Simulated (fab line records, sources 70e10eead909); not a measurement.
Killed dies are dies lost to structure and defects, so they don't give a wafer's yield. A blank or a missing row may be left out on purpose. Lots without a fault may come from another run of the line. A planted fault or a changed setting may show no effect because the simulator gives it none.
Chamber matching | flow nand_harc | NHARC_P_ZERO_WELL_ETCH_63 on rie_si-03: 4 sister chambers
The step etches the open film in HBr/Cl2, target depth 120 nm, time 40.1 s. 18 wafers are shown with their chamber, then 9 later ones without.

WAFERS WITH THEIR CHAMBER
wafer  | chamber | drypump_motor_current_A (A) | oes_product_au (a.u.) | throttle_valve_pct (%)
L076.1 | 3       | 5.6                         | 0.995                 | 26.411
L076.3 | 2       | 5.7                         | 0.993                 | 26.418
L076.4 | 1       | 5.9                         | 1.017                 | 26.407
L078.1 | 1       | 5.9                         | 0.994                 | 26.415
L078.2 | 0       | 5.8                         | 0.999                 | 26.389
L078.5 | 1       | 5.9                         | 0.997                 | 26.400
L082.2 | 3       | 5.6                         | 0.991                 | 26.399
L082.3 | 1       | 5.9                         | 1.001                 | 26.405
L082.5 | 3       | 5.6                         | 0.990                 | 26.415
L085.1 | 1       | 6.0                         | 1.000                 | 26.412
L085.2 | 2       | 5.7                         | 0.995                 | 26.412
L085.6 | 3       | 5.6                         | 1.003                 | 26.394
L089.3 | 3       | 5.6                         | 0.996                 | 26.409
L089.5 | 0       | 5.8                         | 0.999                 | 26.412
L089.6 | 1       | 5.9                         | 1.001                 | 26.411
L090.1 | 3       | 5.6                         | 0.991                 | 26.415
L090.3 | 0       | 5.8                         | 0.995                 | 26.406
L090.5 | 0       | 5.8                         | 0.988                 | 26.409

SIGNATURES (means of the wafers above)
reading                 | chamber 0 | chamber 1 | chamber 2 | chamber 3 | scatter within a chamber
drypump_motor_current_A | 5.800     | 5.917     | 5.700     | 5.600     | 0.0244
oes_product_au          | 0.99525   | 1.00167   | 0.99400   | 0.99433   | 0.0061
throttle_valve_pct      | 26.40400  | 26.40833  | 26.41500  | 26.40717  | 0.00786
Rule: a wafer's distance from a chamber is the root of the sum, over the readings, of the square of ((its reading less the chamber's mean) divided by the reading's scatter). The wafer belongs to the nearest chamber; if the next one is less than 2 further off, it can't be placed. The scatter: the root of (the sum of the squares of (reading less its chamber's mean) over the shown wafers, divided by (wafers less chambers)).

WAFERS WITHOUT THEIR CHAMBER
wafer  | drypump_motor_current_A (A) | oes_product_au (a.u.) | throttle_valve_pct (%)
L091.1 | 5.7                         | 0.986                 | 26.414
L091.3 | 5.7                         | 0.983                 | 26.396
L091.6 | 5.9                         | 1.011                 | 26.408
L095.1 | 5.8                         | 1.004                 | 26.407
L095.4 | 5.7                         | 0.996                 | 26.403
L095.5 | 5.9                         | 1.002                 | 26.422
L096.2 | 5.8                         | 0.992                 | 26.402
L096.3 | 5.6                         | 1.005                 | 26.407
L096.5 | 5.8                         | 0.997                 | 26.389

WHICH CHAMBER EACH WENT THROUGH
wafer  | from the rows above          | in truth
L091.1 | 2                            | 2
L091.3 | can't be placed: 2 or 0 or 3 | 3
L091.6 | 1                            | 1
L095.1 | 0                            | 0
L095.4 | 2                            | 2
L095.5 | 1                            | 1
L096.2 | 0                            | 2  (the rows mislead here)
L096.3 | 3                            | 3
L096.5 | 0                            | 0
Placed correctly: 7 of 9. Can't be placed from these rows: 1 (the true chamber is among the candidates in 1). Placed wrongly: 1.
